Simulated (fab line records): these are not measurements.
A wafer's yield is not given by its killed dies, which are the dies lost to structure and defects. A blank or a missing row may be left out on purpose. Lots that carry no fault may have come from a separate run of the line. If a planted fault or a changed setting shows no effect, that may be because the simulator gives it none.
Matching of chambers || flow n5Finfet || rieDiel-03 running N5_MOL_CONTACT_COAG_STRIP_96: 4 sister chambers
The step strips in N2/H2. 8 wafers are shown with their chamber, then 8 later ones without.

## EACH WAFER AND ITS CHAMBER
{"wafer": "L085.3", "chamber": 3, "throttleValvePct (%)": 19.13, "showerheadPlenumPTorr (Torr)": 3.45}
{"wafer": "L086.3", "chamber": 3, "throttleValvePct (%)": 19.14, "showerheadPlenumPTorr (Torr)": 3.44}
{"wafer": "L089.5", "chamber": 1, "throttleValvePct (%)": 18.70, "showerheadPlenumPTorr (Torr)": 3.37}
{"wafer": "L089.6", "chamber": 0, "throttleValvePct (%)": 18.33, "showerheadPlenumPTorr (Torr)": 3.50}
{"wafer": "L092.1", "chamber": 2, "throttleValvePct (%)": 18.60, "showerheadPlenumPTorr (Torr)": 3.33}
{"wafer": "L092.2", "chamber": 1, "throttleValvePct (%)": 18.69, "showerheadPlenumPTorr (Torr)": 3.37}
{"wafer": "L092.5", "chamber": 2, "throttleValvePct (%)": 18.60, "showerheadPlenumPTorr (Torr)": 3.32}
{"wafer": "L093.2", "chamber": 0, "throttleValvePct (%)": 18.35, "showerheadPlenumPTorr (Torr)": 3.50}

## WAFERS WITH NO CHAMBER GIVEN
{"wafer": "L093.4", "throttleValvePct (%)": 18.60, "showerheadPlenumPTorr (Torr)": 3.32}
{"wafer": "L093.6", "throttleValvePct (%)": 18.74, "showerheadPlenumPTorr (Torr)": 3.44}
{"wafer": "L096.1", "throttleValvePct (%)": 18.74, "showerheadPlenumPTorr (Torr)": 3.44}
{"wafer": "L096.2", "throttleValvePct (%)": 18.70, "showerheadPlenumPTorr (Torr)": 3.37}
{"wafer": "L096.3", "throttleValvePct (%)": 18.59, "showerheadPlenumPTorr (Torr)": 3.32}
{"wafer": "L097.1", "throttleValvePct (%)": 18.61, "showerheadPlenumPTorr (Torr)": 3.32}
{"wafer": "L097.4", "throttleValvePct (%)": 18.77, "showerheadPlenumPTorr (Torr)": 3.44}
{"wafer": "L097.5", "throttleValvePct (%)": 18.70, "showerheadPlenumPTorr (Torr)": 3.37}

## WHICH CHAMBER EACH ONE RAN IN
{"wafer": "L093.4", "from the rows above": 2, "in truth": 2}
{"wafer": "L093.6", "from the rows above": 1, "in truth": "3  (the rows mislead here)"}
{"wafer": "L096.1", "from the rows above": 1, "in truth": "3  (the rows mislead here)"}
{"wafer": "L096.2", "from the rows above": 1, "in truth": 1}
{"wafer": "L096.3", "from the rows above": 2, "in truth": 2}
{"wafer": "L097.1", "from the rows above": 2, "in truth": 2}
{"wafer": "L097.4", "from the rows above": 1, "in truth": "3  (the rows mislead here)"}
{"wafer": "L097.5", "from the rows above": 1, "in truth": 1}
Correct placement for 5 of the 8. Number that these rows cannot place: 0. 3 placed wrongly.
How it was worked out, from the rows above alone: a wafer's distance from a chamber is the root of the sum, over the readings, of the square of ((its reading less the chamber's mean) divided by the reading's scatter). The wafer belongs to the nearest chamber; if the next one is less than 2 further off, it can't be placed. The mean given for a chamber averages the wafers shown for that chamber. The scatter: the root of (the sum of the squares of (reading less its chamber's mean) over the shown wafers, divided by (wafers less chambers)).
